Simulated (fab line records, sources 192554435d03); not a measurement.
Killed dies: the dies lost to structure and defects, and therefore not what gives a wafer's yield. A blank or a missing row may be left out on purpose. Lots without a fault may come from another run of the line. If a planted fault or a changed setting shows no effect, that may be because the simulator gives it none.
Chamber matching    flow n5-finfet    N5_DUMMY_GATE_ETCH_42 on rie-diel-06: 4 sister chambers
The step etches SiO2 in CHF3/O2, target depth 3.5 nm, time 31 s. 22 wafers are shown with their chamber, then 11 later ones without.

WAFERS WITH THEIR CHAMBER
wafer   chamber  throttle-valve-pct (%)  oes-product-au (a.u.)  rf-vpp-V (V)
L081.2  0        18.52                   0.91                   42.0
L081.4  0        18.53                   0.91                   40.9
L081.5  2        18.96                   0.75                   42.7
L082.4  3        18.85                   0.77                   43.9
L082.5  3        18.85                   0.77                   42.1
L082.6  0        18.53                   0.91                   42.0
L083.1  0        18.51                   0.90                   42.5
L083.2  1        18.72                   0.73                   43.0
L083.6  0        18.53                   0.90                   39.5
L084.3  3        18.87                   0.77                   41.4
L084.5  1        18.73                   0.73                   42.5
L084.6  0        18.53                   0.91                   42.0
L088.1  1        18.73                   0.72                   43.4
L088.4  3        18.88                   0.75                   42.1
L088.5  1        18.75                   0.72                   43.0
L087.1  3        18.86                   0.75                   41.4
L087.3  1        18.75                   0.73                   42.4
L087.4  0        18.54                   0.89                   41.1
L089.3  0        18.54                   0.90                   42.1
L089.5  3        18.86                   0.77                   43.3
L089.6  2        19.00                   0.76                   43.6
L090.3  3        18.86                   0.76                   41.3

SIGNATURES (averages over the wafers above)
reading             chamber 0  chamber 1  chamber 2  chamber 3  scatter within a chamber
throttle-valve-pct  18.5288    18.7360    18.9800    18.8614    0.0127
oes-product-au      0.9038     0.7260     0.7550     0.7629     0.00782
rf-vpp-V            41.513     42.860     43.150     42.214     0.879
Rule: for each reading, subtract the chamber's mean from the wafer's reading, divide by that reading's scatter and square the result; add these up over the readings and take the root, which gives the wafer's distance from the chamber. If the next closest chamber is less than 2 further off than the closest, the wafer can't be placed; otherwise it belongs to the closest. How the scatter is found: for the shown wafers, subtract from each reading the mean of its chamber, square and add these, divide the total by (wafers less chambers), then take the root.

WAFERS MISSING THEIR CHAMBER
wafer   throttle-valve-pct (%)  oes-product-au (a.u.)  rf-vpp-V (V)
L090.4  18.56                   0.89                   41.4
L090.6  19.00                   0.75                   40.9
L094.1  18.76                   0.72                   43.0
L094.2  19.02                   0.74                   42.7
L094.4  18.57                   0.88                   41.4
L095.2  19.02                   0.74                   41.8
L095.3  18.77                   0.71                   42.3
L095.4  18.56                   0.87                   40.5
L096.3  19.02                   0.74                   40.8
L096.5  19.03                   0.73                   42.2
L096.6  18.77                   0.71                   41.8

WHICH CHAMBER EACH WENT THROUGH
wafer   from the rows above  in truth
L090.4  0                    0
L090.6  2                    2
L094.1  1                    1
L094.2  2                    2
L094.4  0                    0
L095.2  2                    2
L095.3  1                    1
L095.4  0                    0
L096.3  2                    2
L096.5  2                    2
L096.6  1                    1
Correctly placed: 11 of 11. Number that these rows cannot place: 0. Wrongly placed: 0.
